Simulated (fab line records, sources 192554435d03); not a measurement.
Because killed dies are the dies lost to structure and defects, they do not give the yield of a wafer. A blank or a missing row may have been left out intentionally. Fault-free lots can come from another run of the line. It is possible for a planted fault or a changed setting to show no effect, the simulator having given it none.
Chamber matching / flow n5_finfet / N5_BEOL_M5_PRE_CLEAN_77 on cvd_co-01 has 3 sister chambers
The step time 15 s. 3 wafers are shown with their chamber, then 12 later ones without.

## WAFERS, EACH WITH ITS CHAMBER
wafer=L088.5; chamber=1; heater_power_outer_w (W)=12
wafer=L090.4; chamber=2; heater_power_outer_w (W)=34
wafer=L090.5; chamber=0; heater_power_outer_w (W)=21

## WAFERS MISSING THEIR CHAMBER
wafer=L091.2; heater_power_outer_w (W)=33
wafer=L091.3; heater_power_outer_w (W)=21
wafer=L091.5; heater_power_outer_w (W)=12
wafer=L093.1; heater_power_outer_w (W)=21
wafer=L093.2; heater_power_outer_w (W)=34
wafer=L093.6; heater_power_outer_w (W)=34
wafer=L092.1; heater_power_outer_w (W)=35
wafer=L092.4; heater_power_outer_w (W)=33
wafer=L092.6; heater_power_outer_w (W)=11
wafer=L096.1; heater_power_outer_w (W)=11
wafer=L096.2; heater_power_outer_w (W)=35
wafer=L096.4; heater_power_outer_w (W)=12

## THE CHAMBER EACH PASSED THROUGH
wafer=L091.2; from the rows above=2; in truth=2
wafer=L091.3; from the rows above=0; in truth=0
wafer=L091.5; from the rows above=1; in truth=1
wafer=L093.1; from the rows above=0; in truth=0
wafer=L093.2; from the rows above=2; in truth=2
wafer=L093.6; from the rows above=2; in truth=2
wafer=L092.1; from the rows above=2; in truth=2
wafer=L092.4; from the rows above=2; in truth=2
wafer=L092.6; from the rows above=1; in truth=1
wafer=L096.1; from the rows above=1; in truth=1
wafer=L096.2; from the rows above=2; in truth=2
wafer=L096.4; from the rows above=1; in truth=1
Correct placement for 12 of the 12. From these rows, 0 cannot be placed. Wrongly placed: 0.
How it was worked out, from the rows above alone: a wafer's distance from a chamber is the root of the sum, over the readings, of the square of ((its reading less the chamber's mean) divided by the reading's scatter). The wafer belongs to the nearest chamber; if the next one is less than 2 further off, it can't be placed. Each chamber's mean is taken over the wafers shown for it. The scatter: with one shown wafer a chamber, the root of the mean of the squares of how far each hidden wafer lies from its nearest shown one.
